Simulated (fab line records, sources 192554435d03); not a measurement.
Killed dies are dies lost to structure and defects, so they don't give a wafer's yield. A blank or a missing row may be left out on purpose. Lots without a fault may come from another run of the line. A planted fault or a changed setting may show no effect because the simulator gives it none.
Which tool did it? | flow n5_finfet | 11 lots, 31 wafers sampled, at 1 step of a route of 1938

WHAT THE GAUGES READ, wafer by wafer
N5_MOL_CONTACT_COAG_CD_MEAS_99: target cd 17.2 nm.
lot  | measured     | on        | cd_nm (nm)
L377 | day 5 03:54  | cd_sem-01 | 17.2 16.7 17.3
L378 | day 5 08:56  | cd_sem-03 | 17.5 17.2
L382 | day 6 05:38  | cd_sem-02 | 16.7 16.7 17.4
L383 | day 6 09:44  | cd_sem-02 | 16.8 16.9 16.7
L385 | day 7 02:28  | cd_sem-01 | 16.9 17.3
L386 | day 7 04:17  | cd_sem-03 | 17.3 16.9 16.4
L387 | day 7 10:31  | cd_sem-01 | 16.6 18.2 17.2
L388 | day 7 18:02  | cd_sem-02 | 17.0 16.8 17.3
L389 | day 7 20:32  | cd_sem-01 | 16.8 16.9 16.8
L397 | day 9 19:36  | cd_sem-02 | 16.8 17.0 17.2
L398 | day 10 07:58 | cd_sem-03 | 17.1 17.7 17.2

WHICH TOOL RAN EACH LOT (tool, then ch and the chambers of the sampled wafers, then the start)
The record holds no process step before these readings.

WHAT THE TOOLS THEMSELVES READ (means of the sampled wafers that have a number; where no wafer has one, the mark that the record gives instead)
The record holds no such reading with a usual standard deviation.

THE ANSWER, worked out from the rows above alone
Rule: what is usual is taken from the lots themselves. Put in order of their means at a reading, lots are off if they are a third of the lots or fewer, leave a main group of 4 or more, and stand apart from it by a gap of 3 or more times the standard deviation of the main group's means; of several such gaps the widest counts. A main group whose means are all the same, to the digits that the tables above print for the reading, isn't used. A lot without any number at a reading at which 4 lots or more have one is off too. The other lots that the step has rows for count as sound. The gauges are gone through in route order, then the tools' own readings, and for those a lot's mean is taken as printed above. The first step at which some lot is off is used, and at that step the reading that is off furthest; a lot without a number counts as furthest.
No lot is off at any reading shown: from this, nothing can be told.

WHAT THE SIMULATOR HAD PUT IN
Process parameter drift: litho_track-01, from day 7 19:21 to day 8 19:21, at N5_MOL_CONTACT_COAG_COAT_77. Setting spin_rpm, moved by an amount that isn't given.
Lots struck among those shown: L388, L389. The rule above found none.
